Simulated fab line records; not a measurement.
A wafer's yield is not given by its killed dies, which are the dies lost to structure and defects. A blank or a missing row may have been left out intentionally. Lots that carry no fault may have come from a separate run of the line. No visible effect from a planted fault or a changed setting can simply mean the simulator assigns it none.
Chamber matching -- flow n5 finfet -- rie diel-03 running N5_DUMMY_GATE_STRIP_41: 4 sister chambers
The step strips in O2. 7 wafers are shown with their chamber, then 10 later ones without.

WAFERS WITH THEIR CHAMBER
wafer,chamber,showerhead plenum p Torr (Torr),throttle valve pct (%)
L076.5,1,2.13,16.77
L081.1,0,2.06,16.57
L081.6,2,2.16,16.59
L085.3,1,2.13,16.81
L085.5,3,2.20,17.01
L087.2,3,2.19,17.02
L087.3,2,2.15,16.62

WAFERS MISSING THEIR CHAMBER
wafer,showerhead plenum p Torr (Torr),throttle valve pct (%)
L087.5,2.12,16.80
L090.1,2.19,17.03
L090.3,2.05,16.62
L090.4,2.12,16.82
L094.2,2.05,16.63
L094.4,2.19,17.04
L094.5,2.12,16.81
L097.1,2.05,16.63
L097.5,2.15,16.66
L097.6,2.12,16.84

WHICH CHAMBER EACH ONE RAN IN
wafer,from the rows above,in truth
L087.5,1,1
L090.1,3,3
L090.3,0,0
L090.4,1,1
L094.2,0,0
L094.4,3,3
L094.5,1,1
L097.1,0,0
L097.5,2,2
L097.6,1,1
Correct placement for 10 of the 10. Can't be placed from these rows: 0. Number placed wrongly: 0.
How it was worked out, from the rows above alone: a wafer's distance from a chamber is the root of the sum, over the readings, of the square of ((its reading less the chamber's mean) divided by the reading's scatter). The wafer belongs to the nearest chamber; if the next one is less than 2 further off, it can't be placed. The mean given for a chamber averages the wafers shown for that chamber. How the scatter is found: for the shown wafers, subtract from each reading the mean of its chamber, square and add these, divide the total by (wafers less chambers), then take the root.
